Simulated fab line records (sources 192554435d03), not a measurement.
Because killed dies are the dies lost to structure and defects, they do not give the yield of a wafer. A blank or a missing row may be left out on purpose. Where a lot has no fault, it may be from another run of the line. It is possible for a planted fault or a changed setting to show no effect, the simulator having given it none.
Matching of chambers ; flow n5Finfet ; N5_BEOL_M1_CO_CAP_55 on cvdCo-02: 3 sister chambers
The step material Co, precursor CCTBA/H2, target thk 2 nm, time 102.1 s. 39 wafers are shown with their chamber, then 12 later ones without.

## WAFERS PAIRED WITH THEIR CHAMBERS
wafer;chamber;heaterPowerW (W)
L074.1;2;255
L074.3;0;235
L074.4;2;260
L076.1;2;262
L076.2;1;250
L076.4;2;259
L077.1;2;252
L077.4;1;247
L077.5;0;238
L081.1;1;248
L081.3;0;231
L081.4;2;262
L082.2;1;246
L082.4;2;257
L082.5;0;241
L083.1;1;253
L083.4;0;245
L083.5;1;253
L084.1;0;236
L084.5;0;237
L084.6;2;261
L085.2;1;249
L085.3;2;255
L085.4;0;235
L086.1;2;254
L086.3;0;236
L086.5;1;251
L087.1;0;235
L087.5;1;251
L087.6;2;254
L088.1;0;240
L088.2;1;250
L088.5;1;246
L089.1;2;261
L089.4;1;251
L089.5;0;242
L090.2;0;240
L090.3;1;252
L090.5;2;251

SIGNATURES (means of the wafers above)
reading;chamber 0;chamber 1;chamber 2;scatter within a chamber
heaterPowerW;237.77;249.77;257.15;3.41
Rule: distance of a wafer from a chamber = root of the sum over the readings of ((wafer's reading minus chamber's mean) / reading's scatter) squared. The wafer belongs to the nearest chamber; if the next one is less than 2 further off, it can't be placed. The scatter: the root of (the sum of the squares of (reading less its chamber's mean) over the shown wafers, divided by (wafers less chambers)).

## WAFERS WITHOUT THEIR CHAMBER
wafer;heaterPowerW (W)
L092.2;262
L092.4;253
L092.5;235
L095.1;261
L095.4;252
L095.6;241
L097.3;248
L097.5;257
L097.6;245
L091.3;256
L091.4;257
L091.5;251

## CHAMBER TAKEN BY EACH
wafer;from the rows above;in truth
L092.2;2;2
L092.4;can't be placed: 1 or 2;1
L092.5;0;0
L095.1;2;2
L095.4;can't be placed: 1 or 2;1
L095.6;can't be placed: 0 or 1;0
L097.3;1;1
L097.5;2;2
L097.6;can't be placed: 1 or 0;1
L091.3;can't be placed: 2 or 1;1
L091.4;2;2
L091.5;can't be placed: 1 or 2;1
6 of 12 placed correctly. Can't be placed from these rows: 6 (the true chamber is among the candidates in 6). Placed wrongly: 0.
